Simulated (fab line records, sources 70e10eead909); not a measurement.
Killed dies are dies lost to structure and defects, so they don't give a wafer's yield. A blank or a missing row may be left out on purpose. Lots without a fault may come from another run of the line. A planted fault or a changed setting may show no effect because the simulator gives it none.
Which tool did it? | flow nand_harc | 6 lots, 18 wafers sampled, at 4 steps of a route of 1159

WHAT THE GAUGES READ, wafer by wafer
NHARC_END_SORT_01.
lot  | measured     | on        | sort_bin_3_pct (%)
L814 | day 21 04:43 | prober-01 | 0.15 0.30 0.15
L828 | day 24 07:40 | prober-02 | 0.15 1.33 0.59

WHICH TOOL RAN EACH LOT (tool, then ch and the chambers of the sampled wafers, then the start)
lot  | NHARC_A_M0_PRE_CLEAN_29      | NHARC_THIN_TSV_ETCH_15           | NHARC_THIN_TSV_ETCHBACK_48
L809 | pvd_sputter-03, day 18 00:37 | rie_si-04 ch 0,1,2, day 19 04:59 | rie_diel-04 ch 0,1,3, day 19 06:32
L814 | pvd_sputter-03, day 19 12:40 | rie_si-04 ch 0,1, day 20 13:31   | rie_diel-07 ch 0,1,3, day 20 15:01
L816 | pvd_sputter-02, day 19 20:53 | rie_si-02 ch 1,2,3, day 20 21:29 | rie_diel-04 ch 0,2,3, day 20 23:21
L819 | pvd_sputter-01, day 20 13:11 | rie_si-04 ch 0,1, day 21 13:38   | rie_diel-12 ch 1,3, day 21 15:06
L820 | pvd_sputter-03, day 20 17:11 | rie_si-03 ch 0,2,3, day 21 18:43 | rie_diel-04 ch 0,1,2, day 21 20:10
L828 | pvd_sputter-03, day 22 13:10 | rie_si-02 ch 0,1,3, day 23 12:56 | rie_diel-04 ch 0,3, day 23 14:51
- NHARC_A_M0_PRE_CLEAN_29: time 30 s.
- NHARC_THIN_TSV_ETCH_15: target depth 3000 nm, bosch target overetch cycles 2, bosch etch step 2.8 s.
- NHARC_THIN_TSV_ETCHBACK_48: etches the open film in C4F8/Ar, target depth 1028.5 nm, time 405.17 s.

THE ANSWER, worked out from the rows above alone
Rule: what is usual is taken from the lots themselves. Put in order of their means at a reading, lots are off if they are a third of the lots or fewer, leave a main group of 4 or more, and stand apart from it by a gap of 3 or more times the standard deviation of the main group's means; of several such gaps the widest counts. A main group whose means are all the same, to the digits that the tables above print for the reading, isn't used. A lot without any number at a reading at which 4 lots or more have one is off too. The other lots that the step has rows for count as sound.
No lot is off at any reading shown: from this, nothing can be told.

WHAT THE SIMULATOR HAD PUT IN
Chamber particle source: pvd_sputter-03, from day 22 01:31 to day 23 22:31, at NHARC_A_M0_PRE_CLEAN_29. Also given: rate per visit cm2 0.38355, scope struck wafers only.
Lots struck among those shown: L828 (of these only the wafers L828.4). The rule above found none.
